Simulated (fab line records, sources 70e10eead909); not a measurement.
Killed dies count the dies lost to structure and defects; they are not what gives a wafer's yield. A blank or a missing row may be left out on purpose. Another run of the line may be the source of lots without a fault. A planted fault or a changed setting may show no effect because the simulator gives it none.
A struck lot beside a sound one + flow nand_harc + 15 steps out of a route of 1159
Sound: wafers L919.1, L919.4, L919.6. Struck: wafers L916.2, L916.3, L916.5. At the end, the cause is stated.
Each step with rows lists, per side, the tool, then ch with its chambers, then its first start. Under that, the readings that differ: sound wafers + struck wafers + difference of the means + sigmas: that difference in standard deviations of wafers without a fault.
alike: same words and numbers on both sides, and readings whose means sit less than 2 such deviations apart. not compared: any withheld reading, any reading some wafer has no value for, any bound like >300 that may hide the same value, and any number with overlapping values for which the record gives no deviation.
The two part at a step that has a row with sigmas, a row that says differs or no value, or rows on one side only. When numbers do not overlap yet have no deviation, they are printed without sigmas and do not part them. A reading that every wafer of one side lacks parts them only if that side has two wafers or more.

NHARC_A_SGD_CUT_THK_MEAS_22: measures by ellipsometry.
  struck on film_metro-01, day 17 22:11; sound on film_metro-01, day 18 22:51
  alike: thk_nm
then, 2 steps without rows for these wafers: NHARC_A_SGD_CUT_SRD_23; NHARC_A_SGD_CUT_ETCH_26 (etches SiO2 in dHF, target depth 45.8 nm).
NHARC_A_SGD_CUT_ETCHBACK_24: etches the open film in CH3F/O2, target depth 50 nm, time 92.857 s.
  sound on rie_diel-09 ch 0,1,3, day 18 23:08; struck on rie_diel-11 ch 2,3, day 17 22:25
| reading    | sound             | struck         | difference | sigmas |
|------------|-------------------|----------------|------------|--------|
| bias_w (W) | 100.4 100.4 100.3 | 99.8 99.6 99.4 | -0.8       | -2     |
  alike: drypump_motor_current_A, oes_product_au, rf_vpp_V, showerhead_plenum_p_Torr, throttle_valve_pct
  not compared: rf_hours_counter_h
NHARC_A_SGD_CUT_STRIP_28: strips in O2, time 20 s.
  sound: rie_diel-09 ch 0,2,3; struck: rie_diel-11 ch 1,2,3
  alike: drypump_motor_current_A, oes_product_au, rf_vpp_V, showerhead_plenum_p_Torr, throttle_valve_pct
  not compared: rf_hours_counter_h
NHARC_A_SGD_CUT_INSPECT_25:
  struck on defect_inspect-01, day 17 22:39; sound on defect_inspect-01, day 18 23:22
  alike: raw_defect_count
NHARC_A_SLIT_DEP_25: deposits SiO2, target thk 200 nm.
  sound on pecvd-02 ch 0,1,2, day 18 23:35; struck on pecvd-03 ch 0,1, day 17 22:43
  alike: heater_power_w, throttle_valve_pct
NHARC_A_SLIT_DEP_00: deposits aC, target thk 3200 nm.
  sound on acl_dep-03 ch 0, day 18 23:50; struck on acl_dep-01 ch 0, day 17 23:25
  alike: throttle_valve_pct
NHARC_A_SLIT_DEP_23: deposits SiON, target thk 100 nm.
  sound on pecvd-02 ch 0,1,2, day 19 01:50; struck on pecvd-02 ch 0,2, day 18 01:05
  alike: heater_power_w
then, 3 steps without rows for these wafers: NHARC_A_SLIT_DEHYDRATE_01 (time 120 s); NHARC_A_SLIT_HMDS_02 (time 30 s); NHARC_A_SLIT_COAT_03 (resist thk 90 nm).
NHARC_A_SLIT_SOFTBAKE_04: time 55 s.
  sound on litho_track-04 ch 0, day 19 02:00; struck on litho_track-06 ch 0, day 18 01:00
| reading                  | sound                | struck               | difference                    | sigmas |
|--------------------------|----------------------|----------------------|-------------------------------|--------|
| heater_power_total_W (W) | 188.41 188.41 188.33 | 193.12 193.11 193.33 | +4.80                         | +37    |
| plate_temp_C (C)         | 104.94 104.98 105.09 | - - -                | no value on the struck wafers |        |
then, 2 steps without rows for these wafers: NHARC_A_SLIT_EBR_05; NHARC_END_SORT_01.

## WHERE THEY PART
Earliest at NHARC_A_SGD_CUT_ETCHBACK_24; latest, in this record, at NHARC_A_SLIT_SOFTBAKE_04.

WHY: the cause the simulator had injected
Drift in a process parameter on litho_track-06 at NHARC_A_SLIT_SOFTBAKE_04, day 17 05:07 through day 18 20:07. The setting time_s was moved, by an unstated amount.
